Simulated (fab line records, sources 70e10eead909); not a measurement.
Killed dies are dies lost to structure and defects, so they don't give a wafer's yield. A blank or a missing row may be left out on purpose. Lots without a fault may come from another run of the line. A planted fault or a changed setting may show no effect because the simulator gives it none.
Which tool did it? | flow nand_harc | 12 lots, 36 wafers sampled, at 6 steps of a route of 1159

WHAT THE GAUGES READ, wafer by wafer
NHARC_P_M0_THK_MEAS_24: measures by xrf.
lot  | measured     | on            | thk_nm (nm)
L075 | day 6 03:42  | film_metro-01 | 119.9 119.9 118.8
L077 | day 6 17:08  | film_metro-02 | 116.3 115.3 114.5
L079 | day 7 02:25  | film_metro-02 | 117.4 116.0 116.1
L081 | day 8 00:02  | film_metro-02 | 117.5 116.5 115.9
L083 | day 8 08:06  | film_metro-01 | 117.9 117.7 115.7
L085 | day 9 01:56  | film_metro-02 | 117.2 118.3 117.8
L087 | day 9 13:57  | film_metro-02 | 114.9 117.0 117.1
L089 | day 9 14:27  | film_metro-02 | 117.6 119.0 120.9
L091 | day 9 23:58  | film_metro-02 | 117.2 117.5 116.6
L093 | day 10 20:26 | film_metro-02 | 117.2 119.1 116.2
L095 | day 10 21:55 | film_metro-02 | 118.2 118.5 117.7
L097 | day 11 08:29 | film_metro-02 | 117.6 120.5 118.5

WHICH TOOL RAN EACH LOT (tool, then ch and the chambers of the sampled wafers, then the start)
lot  | NHARC_P_ZERO_WELL_DESCUM_13       | NHARC_P_CONTACT_ALD_22              | NHARC_P_CONTACT_CMP_24        | NHARC_P_M0_PVD_20                       | NHARC_P_M0_ANNEAL_30
L075 | rie_diel-04 ch 0,1,2, day 1 19:30 | ald_metal-04 ch 0,1,2, day 5 19:53  | cmp-03 ch 0,2,3, day 5 23:48  | pvd_sputter-03, day 6 03:02 or earlier  | rtp_anneal-02 ch 0, day 6 03:02
L077 | rie_diel-07 ch 0,3, day 2 07:33   | ald_metal-04 ch 0,1,2, day 6 07:34  | cmp-04 ch 0,3, day 6 13:20    | pvd_sputter-03, day 6 16:28 or earlier  | rtp_anneal-01 ch 0, day 6 16:28
L079 | rie_diel-07 ch 1,2,3, day 2 19:23 | ald_metal-04 ch 1,2,3, day 6 18:40  | cmp-03 ch 0,1,3, day 6 22:40  | pvd_sputter-02, day 7 01:46 or earlier  | rtp_anneal-02 ch 0, day 7 01:46
L081 | rie_diel-04 ch 0,2,3, day 3 07:25 | ald_metal-01 ch 0,1,2, day 7 12:04  | cmp-04 ch 0,3, day 7 20:10    | pvd_sputter-02, day 7 23:22 or earlier  | rtp_anneal-02 ch 0, day 7 23:22
L083 | rie_diel-04 ch 0,1,3, day 3 19:40 | ald_metal-01 ch 0,1,3, day 8 03:01  | cmp-02 ch 0,3, day 8 03:51    | pvd_sputter-03, day 8 07:35 or earlier  | rtp_anneal-02 ch 0, day 8 07:35
L085 | rie_diel-04 ch 2,3, day 4 07:17   | ald_metal-04 ch 1,2,3, day 8 21:13  | cmp-02 ch 0,1,3, day 8 22:04  | pvd_sputter-03, day 9 01:19 or earlier  | rtp_anneal-02 ch 0, day 9 01:19
L087 | rie_diel-07 ch 0,1,2, day 4 19:24 | ald_metal-01 ch 1,3, day 9 02:22    | cmp-04 ch 2,3, day 9 10:03    | pvd_sputter-01, day 9 13:17 or earlier  | rtp_anneal-02 ch 0, day 9 13:17
L089 | rie_diel-10 ch 1,3, day 5 07:24   | ald_metal-02 ch 0,2, day 9 04:23    | cmp-02 ch 0,1,2, day 9 10:38  | pvd_sputter-02, day 9 13:53 or earlier  | rtp_anneal-01 ch 0, day 9 13:53
L091 | rie_diel-07 ch 0,1,2, day 5 19:37 | ald_metal-04 ch 1,2,3, day 9 18:59  | cmp-04 ch 0,2, day 9 20:08    | pvd_sputter-01, day 9 23:17 or earlier  | rtp_anneal-01 ch 0, day 9 23:17
L093 | rie_diel-07 ch 1,2,3, day 6 07:24 | ald_metal-02 ch 0,1,2, day 10 12:04 | cmp-04 ch 0,1,2, day 10 16:34 | pvd_sputter-01, day 10 19:46 or earlier | rtp_anneal-01 ch 0, day 10 19:46
L095 | rie_diel-04 ch 0,1, day 6 19:24   | ald_metal-02 ch 1,2,3, day 10 17:16 | cmp-04 ch 1,2,3, day 10 18:09 | pvd_sputter-03, day 10 21:15 or earlier | rtp_anneal-01 ch 0, day 10 21:15
L097 | rie_diel-10 ch 2,3, day 7 07:17   | ald_metal-01 ch 0,1,2, day 11 03:34 | cmp-04 ch 0,1,3, day 11 04:27 | pvd_sputter-02, day 11 07:55 or earlier | rtp_anneal-02 ch 0, day 11 07:55
- NHARC_P_ZERO_WELL_DESCUM_13: chemistry O2, time 3 s.
- NHARC_P_CONTACT_ALD_22: deposits TiN, target thk 3 nm, pulse time 1 s, ald cycles 150.
- NHARC_P_CONTACT_CMP_24: polishes, t overpolish 30 s, target thk 200 nm.
- NHARC_P_M0_PVD_20: deposits TaN, target thk 5 nm, time 8.06 s.
- NHARC_P_M0_ANNEAL_30: time 90 s.

THE ANSWER, worked out from the rows above alone
Rule: what is usual is taken from the lots themselves. Put in order of their means at a reading, lots are off if they are a third of the lots or fewer, leave a main group of 4 or more, and stand apart from it by a gap of 3 or more times the standard deviation of the main group's means; of several such gaps the widest counts. A main group whose means are all the same, to the digits that the tables above print for the reading, isn't used. A lot without any number at a reading at which 4 lots or more have one is off too. The other lots that the step has rows for count as sound.
No lot is off at any reading shown: from this, nothing can be told.

WHAT THE SIMULATOR HAD PUT IN
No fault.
